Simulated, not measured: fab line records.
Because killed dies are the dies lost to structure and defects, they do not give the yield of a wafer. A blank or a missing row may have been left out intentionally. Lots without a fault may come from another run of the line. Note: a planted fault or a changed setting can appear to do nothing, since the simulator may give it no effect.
Tool commonality check ; flow nand_harc ; Sampled: 2 lots, 6 wafers

== REASON IT WAS OPENED ==
Flagged at NHARC_END_SORT_01: reading killed_at_array, on 2 of 2 lots. Wafers without a fault read 56, standard deviation 19.
Rule: a lot is flagged when every wafer of it that has a number lies more than 4 standard deviations from that mean, or none has a number. The other lots count as sound.

lot;measured;on;killed_at_array, wafer by wafer;flag
L780;day 26 02:43;prober-02;672 675 671;FLAGGED
L784;day 27 10:25;prober-02;672 671 669;FLAGGED
Average over the flagged lots: 672; offset from the usual +616, equal to +32 standard deviations.

== LOT BY LOT: THE TOOL USED ==
3 process steps preceding the reading are held in the record, out of 1302 steps in the route. In each cell: the tool, then ch and the chambers that the sampled wafers went through, then the start.
lot;flag;NHARC_A_CONTACT_ETCH_139;NHARC_A_CONTACT_CVD_19;NHARC_A_CONTACT_CMP_20
L780;FLAGGED;har_cap_etch-02 ch 0,1, day 24 01:02;cvd_w-02 ch 0,1, day 24 04:08;cmp-02 ch 1,2,3, day 24 04:53
L784;FLAGGED;har_cap_etch-01 ch 0,1, day 25 07:15;cvd_w-01 ch 0,1, day 25 09:20;cmp-02 ch 0,2,3, day 25 10:01
What the steps here do:
- NHARC_A_CONTACT_ETCH_139: etches the open film in C4F8/O2/Ar, time 195 s, target depth 840 nm.
- NHARC_A_CONTACT_CVD_19: deposits W, target thk 300 nm, time 802 s.
- NHARC_A_CONTACT_CMP_20: polishes, t overpolish 30 s, target thk 300 nm.
- NHARC_END_SORT_01

== FLAGGED AGAINST TOTAL, ONE TOOL AT A TIME (gauges that did the reading follow at the end) ==
step;tool;lots run;flagged;share of the flagged lots;sound lots run after its first flagged lot
NHARC_A_CONTACT_ETCH_139;har_cap_etch-01;1;1;some;0
NHARC_A_CONTACT_ETCH_139;har_cap_etch-02;1;1;some;0
NHARC_A_CONTACT_CVD_19;cvd_w-01;1;1;some;0
NHARC_A_CONTACT_CVD_19;cvd_w-02;1;1;some;0
NHARC_A_CONTACT_CMP_20;cmp-02;2;2;all;0
NHARC_END_SORT_01;prober-02;2;2;all;0

== WHAT THE TABLE PERMITS ==
Table rows that saw every flagged lot: 2, namely cmp-02 at NHARC_A_CONTACT_CMP_20 and prober-02 at NHARC_END_SORT_01.
- cmp-02 at NHARC_A_CONTACT_CMP_20 ran 2 lots, 2 of them flagged. The start can't be narrowed down: in this sample, it ran no sound lot prior to its first flagged lot. Its own readings (time_to_endpoint_s) fall more than 4 standard deviations out on all wafers of the flagged lots.
- prober-02 at NHARC_END_SORT_01 ran 2 lots, 2 of them flagged. The start can't be narrowed down: in this sample, it ran no sound lot prior to its first flagged lot.
These 2 tools cannot be told apart by counting lots, since each of them fits a fault that started at some hour. More lots, or a look at what each step does to the wafer, might.

== WHAT WAS PUT IN BY THE SIMULATOR ==
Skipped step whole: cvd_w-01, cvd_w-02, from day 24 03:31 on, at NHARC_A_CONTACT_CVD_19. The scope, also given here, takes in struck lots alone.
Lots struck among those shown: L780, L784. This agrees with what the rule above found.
